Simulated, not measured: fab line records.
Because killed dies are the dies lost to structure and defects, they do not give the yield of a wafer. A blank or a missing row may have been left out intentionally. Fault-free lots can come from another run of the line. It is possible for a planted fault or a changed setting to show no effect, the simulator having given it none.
Matching of chambers    flow nandHarc    NHARC_A_SLIT_ETCH_29 on rieDiel-01 has 4 sister chambers
The step etches the open film in CF4/O2, target depth 100 nm, overetch 10 nm, time 55 s. 8 wafers are shown with their chamber, then 11 later ones without.

## WAFERS WITH THEIR CHAMBER
wafer   chamber  drypumpMotorCurrentA (A)  rfVppV (V)
L083.4  2        5.2                       198.7
L083.5  1        5.5                       199.0
L085.1  3        6.7                       197.2
L085.5  3        6.7                       196.4
L085.6  2        5.3                       198.3
L088.1  1        5.5                       197.4
L088.5  0        6.3                       199.9
L092.1  0        6.3                       199.1

## WAFERS WITHOUT THEIR CHAMBER
wafer   drypumpMotorCurrentA (A)  rfVppV (V)
L092.4  5.4                       197.5
L092.6  6.3                       198.8
L093.2  6.3                       198.7
L093.3  5.3                       199.3
L093.6  5.3                       199.8
L094.3  5.3                       199.1
L094.5  5.3                       199.7
L094.6  6.6                       196.8
L095.2  6.3                       198.2
L095.3  6.7                       195.6
L095.5  5.2                       199.7

## EACH ONE'S CHAMBER
wafer   from the rows above      in truth
L092.4  can't be placed: 1 or 2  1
L092.6  0                        0
L093.2  0                        0
L093.3  2                        2
L093.6  2                        2
L094.3  2                        2
L094.5  2                        2
L094.6  3                        3
L095.2  0                        0
L095.3  3                        3
L095.5  2                        2
10 of 11 placed correctly. These rows do not allow placing 1 (true chamber among the candidates in 1). Placed wrongly: 0.
How it was worked out, from the rows above alone: a wafer's distance from a chamber is the root of the sum, over the readings, of the square of ((its reading less the chamber's mean) divided by the reading's scatter). If the next closest chamber is less than 2 further off than the closest, the wafer can't be placed; otherwise it belongs to the closest. Each chamber's mean is taken over the wafers shown for it. The scatter: take each reading less its chamber's mean, square it, sum over the shown wafers, divide by the number of wafers less the number of chambers, and take the root.
